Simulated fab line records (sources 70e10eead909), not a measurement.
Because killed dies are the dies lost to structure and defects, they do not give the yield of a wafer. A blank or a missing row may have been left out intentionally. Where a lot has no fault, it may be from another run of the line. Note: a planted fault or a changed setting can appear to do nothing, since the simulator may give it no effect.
A struck lot beside a sound one    flow nand-harc    14 steps out of a route of 1159
Sound: wafers L225.1, L225.3, L225.4. The struck wafers were L231.2, L231.5, L231.6. Last of all comes the cause.
For every step that has rows: the tool of each side, followed by ch and its chambers, followed by its first start. Under that, the readings that differ: sound wafers    struck wafers    difference of the means    sigmas: that difference in standard deviations of wafers without a fault.
alike: words and numbers the same on both sides, and readings whose means are apart by under 2 such deviations; not compared: readings that were withheld, readings missing a value for some wafer, numbers with overlapping values and no deviation given by the record, and bounds like >300 which may hide the same value.
A row with sigmas, a row that says differs or no value, or rows on one side alone: a step with any of these is where the two part. Numbers that don't overlap but have no deviation are shown without sigmas and don't part them. A reading that every wafer of one side lacks parts them only if that side has two wafers or more.

NHARC_P_M2_INSPECT_27:
  struck on defect-inspect-01, day 9 15:56; sound on defect-inspect-01, day 7 12:13
  alike: raw-defect-count
NHARC_P_M2_PRE_CLEAN_32: time 12 s.
  sound on pecvd-04 ch 0,1,2, day 7 12:17; struck on pecvd-02 ch 0,2, day 9 16:01
  alike: heater-power-w
NHARC_P_M2_DEP_33: deposits SiCN, target thk 30 nm.
  sound on pecvd-04 ch 0,1,2, day 7 12:21; struck on pecvd-02 ch 0,2, day 9 16:10
  alike: heater-power-w
NHARC_P_BONDPAD_DEP_00: deposits SiCN, target thk 250 nm.
  sound on pecvd-04 ch 1,2; struck on pecvd-01 ch 0,1,2, day 9 16:32
  alike: heater-power-w
NHARC_P_BONDPAD_CMP_32: polishes SiCN, target thk 200 nm.
  sound on cmp-04 ch 0,2,3, day 7 13:19; struck on cmp-01 ch 0,2,3, day 9 16:59
  alike: edge-zone-pressure-frac, motor-current-A, slurry-flow-ml-min
NHARC_P_BONDPAD_THK_MEAS_33: measures by ellipsometry.
  struck on film-metro-02, day 9 17:10; sound on film-metro-01, day 7 13:33
  alike: thk-nm
then, 5 steps without rows for these wafers: NHARC_P_BONDPAD_SRD_34; NHARC_P_BONDPAD_DEHYDRATE_01 (time 120 s); NHARC_P_BONDPAD_HMDS_02 (time 30 s); NHARC_P_BONDPAD_COAT_36 (time 65 s); NHARC_P_BONDPAD_COAT_03 (resist thk 600 nm).
NHARC_P_BONDPAD_SOFTBAKE_04: time 70 s.
  sound on litho-track-07 ch 0, day 7 13:00; struck on litho-track-05 ch 0, day 9 17:00
reading                   sound                 struck                difference  sigmas
heater-power-total-W (W)  199.0 199.2 199.3     214.0 217.4 217.5     +17.1       +13
plate-temp-C (C)          125.04 125.01 125.17  131.97 131.93 132.00  +6.89       +63
then, 2 steps without rows for these wafers: NHARC_P_BONDPAD_EBR_05; NHARC_END_SORT_01.

WHERE THEY PART
At NHARC_P_BONDPAD_SOFTBAKE_04 and nowhere else, as far as this record goes.

WHY: what the simulator had put in
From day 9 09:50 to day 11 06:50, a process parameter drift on litho-track-05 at NHARC_P_BONDPAD_SOFTBAKE_04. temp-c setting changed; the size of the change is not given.
